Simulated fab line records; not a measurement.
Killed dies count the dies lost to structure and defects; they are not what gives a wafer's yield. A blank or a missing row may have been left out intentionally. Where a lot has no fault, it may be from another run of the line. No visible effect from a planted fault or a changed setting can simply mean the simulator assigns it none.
Which of the tools did it? ; flow n5-finfet ; Sampling: 12 lots, 36 wafers, 5 of 1938 route steps

== WHAT EACH GAUGE READ, for each wafer ==
N5_BEOL_M11_CD_MEAS_11: target cd 64.1 nm.
lot;measured;on;cd-nm (nm)
L075;day 10 05:33;cd-sem-02;63.9 65.3 64.0
L077;day 10 20:57;cd-sem-01;64.4 64.2 63.7
L079;day 11 00:30;cd-sem-02;63.8 63.9 63.7
L081;day 11 16:50;cd-sem-01;64.9 65.5 64.1
L082;day 12 04:19;cd-sem-01;64.1 63.5 64.3
L085;day 13 02:55;cd-sem-01;63.8 65.3 64.9
L088;day 13 13:39;cd-sem-01;65.0 64.0 64.4
L086;day 13 13:49;cd-sem-01;64.7 63.3 65.3
L091;day 15 01:36;cd-sem-03;63.9 63.8 63.8
L092;day 15 07:28;cd-sem-02;63.5 63.1 63.1
L094;day 15 14:05;cd-sem-01;63.8 64.3 64.3
L097;day 16 02:58;cd-sem-02;63.8 63.3 64.2

== WHICH TOOL RAN EACH LOT (tool, then ch and the chambers of the sampled wafers, then the start) ==
lot;N5_BEOL_M10_STRIP_77;N5_BEOL_M10_ALD_74;N5_BEOL_M10_CMP_52;N5_BEOL_M11_CURE_71
L075;rie-diel-02 ch 0,1,3, day 10 02:12 or earlier;ald-metal-02 ch 0,1,3, day 10 02:12;cmp-04 ch 1,2,3, day 10 03:23;uv-cure-01 ch 2, day 10 03:56
L077;rie-diel-06 ch 1,2,3, day 10 17:12 or earlier;ald-metal-02 ch 0,2,3, day 10 17:12;cmp-04 ch 0,1,3, day 10 18:25;uv-cure-02 ch 2, day 10 19:12
L079;rie-diel-01 ch 0,1,2, day 10 20:45 or earlier;ald-metal-02 ch 0,1,3, day 10 20:45;cmp-02 ch 0,2,3, day 10 22:29;uv-cure-03 ch 1, day 10 23:04
L081;rie-diel-02 ch 0,2,3, day 11 13:35 or earlier;ald-metal-01 ch 1,2, day 11 13:35;cmp-04 ch 1,2,3, day 11 15:13;uv-cure-02 ch 0, day 11 15:41
L082;rie-diel-01 ch 1,2, day 11 23:58 or earlier;ald-metal-02 ch 1,2,3, day 11 23:58;cmp-02 ch 0,1, day 12 01:39;uv-cure-02 ch 2, day 12 02:14
L085;rie-diel-06 ch 1,2,3, day 12 22:26 or earlier;ald-metal-02 ch 0,1,3, day 12 22:26;cmp-04 ch 1,3, day 12 23:50;uv-cure-03 ch 1, day 13 00:27
L088;rie-diel-01 ch 1,3, day 13 10:17 or earlier;ald-metal-01 ch 0,1,2, day 13 10:17;cmp-02 ch 0,1, day 13 11:25;uv-cure-03 ch 2, day 13 12:18
L086;rie-diel-02 ch 1,2,3, day 13 10:49 or earlier;ald-metal-01 ch 0,2,3, day 13 10:49;cmp-04 ch 0,1,2, day 13 11:50;uv-cure-01 ch 2, day 13 12:39
L091;rie-diel-01 ch 0,1,2, day 14 21:19 or earlier;ald-metal-02 ch 0,2,3, day 14 21:19;cmp-01 ch 0,2,3, day 14 23:55;uv-cure-02 ch 0, day 15 00:28
L092;rie-diel-02 ch 1,2,3, day 15 03:41 or earlier;ald-metal-02 ch 0,1,3, day 15 03:41;cmp-02 ch 0,1, day 15 04:49;uv-cure-03 ch 0, day 15 05:23
L094;rie-diel-02 ch 1,3, day 15 10:19 or earlier;ald-metal-02 ch 0,1,2, day 15 10:19;cmp-04 ch 0,2, day 15 11:44;uv-cure-01 ch 2, day 15 12:23
L097;rie-diel-01 ch 1,2, day 15 23:23 or earlier;ald-metal-02 ch 2,3, day 15 23:23;cmp-04 ch 1,2,3, day 16 00:49;uv-cure-01 ch 0, day 16 01:28
- N5_BEOL_M10_STRIP_77: strips in N2/H2, time 10 s.
- N5_BEOL_M10_ALD_74: deposits TaN, target thk 2 nm, pulse time 2 s, purge time 3 s.
- N5_BEOL_M10_CMP_52: polishes, stops on SiCOH lowk, t overpolish 7 s, target thk 140 nm.
- N5_BEOL_M11_CURE_71: cures SiCOH lowk, time 240 s.

== THE ANSWER, worked out from the rows above alone ==
Rule: the usual values come from the lots themselves. The widest of any qualifying gaps counts: lots, ordered by their means at a reading, are off when they make up no more than a third of the lots, leave a main group of 4 or more, and stand apart from it by 3 or more times the standard deviation of that group's means. A main group whose means are all the same, to the digits that the tables above print for the reading, isn't used. A lot without any number at a reading at which 4 lots or more have one is off too. The other lots that the step has rows for count as sound.
Across all readings shown, no lot is off: no conclusion can be drawn from this.

== WHAT THE SIMULATOR HAD PUT IN ==
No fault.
